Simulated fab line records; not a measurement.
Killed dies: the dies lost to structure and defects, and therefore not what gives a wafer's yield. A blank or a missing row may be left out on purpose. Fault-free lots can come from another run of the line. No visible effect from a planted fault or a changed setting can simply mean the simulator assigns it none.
Chamber matching + flow n5-finfet + 4 sister chambers for N5_GATE_CUT_CMP_43 on cmp-03
The step polishes SiO2. 20 wafers are shown with their chamber, then 10 later ones without.

== EACH WAFER AND ITS CHAMBER ==
| wafer  | chamber | motor-current-A (A) |
|--------|---------|---------------------|
| L074.3 | 1       | 14.6                |
| L074.5 | 0       | 13.2                |
| L074.6 | 1       | 14.6                |
| L078.1 | 1       | 14.2                |
| L078.3 | 0       | 13.2                |
| L078.6 | 0       | 12.9                |
| L081.2 | 0       | 12.8                |
| L081.5 | 1       | 14.4                |
| L081.6 | 2       | 10.3                |
| L084.3 | 0       | 12.8                |
| L084.4 | 3       | 12.7                |
| L084.6 | 2       | 10.6                |
| L086.2 | 1       | 13.6                |
| L086.3 | 3       | 12.3                |
| L086.5 | 2       | 10.0                |
| L087.3 | 3       | 12.6                |
| L087.4 | 1       | 14.1                |
| L087.5 | 2       | 10.8                |
| L091.1 | 3       | 12.1                |
| L091.2 | 2       | 10.5                |

SIGNATURES (averages over the wafers above)
| reading         | chamber 0 | chamber 1 | chamber 2 | chamber 3 | scatter within a chamber |
|-----------------|-----------|-----------|-----------|-----------|--------------------------|
| motor-current-A | 12.980    | 14.250    | 10.440    | 12.425    | 0.304                    |
Rule: for each reading, subtract the chamber's mean from the wafer's reading, divide by that reading's scatter and square the result; add these up over the readings and take the root, which gives the wafer's distance from the chamber. If the next closest chamber is less than 2 further off than the closest, the wafer can't be placed; otherwise it belongs to the closest. The scatter: the root of (the sum of the squares of (reading less its chamber's mean) over the shown wafers, divided by (wafers less chambers)).

== WAFERS WITH NO CHAMBER GIVEN ==
| wafer  | motor-current-A (A) |
|--------|---------------------|
| L091.6 | 15.1                |
| L093.2 | 12.7                |
| L093.4 | 10.7                |
| L093.5 | 12.4                |
| L094.1 | 12.6                |
| L094.2 | 9.6                 |
| L094.3 | 11.7                |
| L096.2 | 13.4                |
| L096.4 | 15.5                |
| L096.5 | 12.4                |

== CHAMBER TAKEN BY EACH ==
| wafer  | from the rows above          | in truth |
|--------|------------------------------|----------|
| L091.6 | 1                            | 1        |
| L093.2 | can't be placed: 3 or 0      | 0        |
| L093.4 | 2                            | 2        |
| L093.5 | can't be placed: 3 or 0      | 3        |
| L094.1 | can't be placed: 3 or 0      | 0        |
| L094.2 | 2                            | 2        |
| L094.3 | can't be placed: 3 or 2 or 0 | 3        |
| L096.2 | can't be placed: 0 or 1 or 3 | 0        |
| L096.4 | 1                            | 1        |
| L096.5 | can't be placed: 3 or 0      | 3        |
Correct placement for 4 of the 10. Not placeable from these rows: 6 (in 6, the candidates include the true chamber). Wrongly placed: 0.
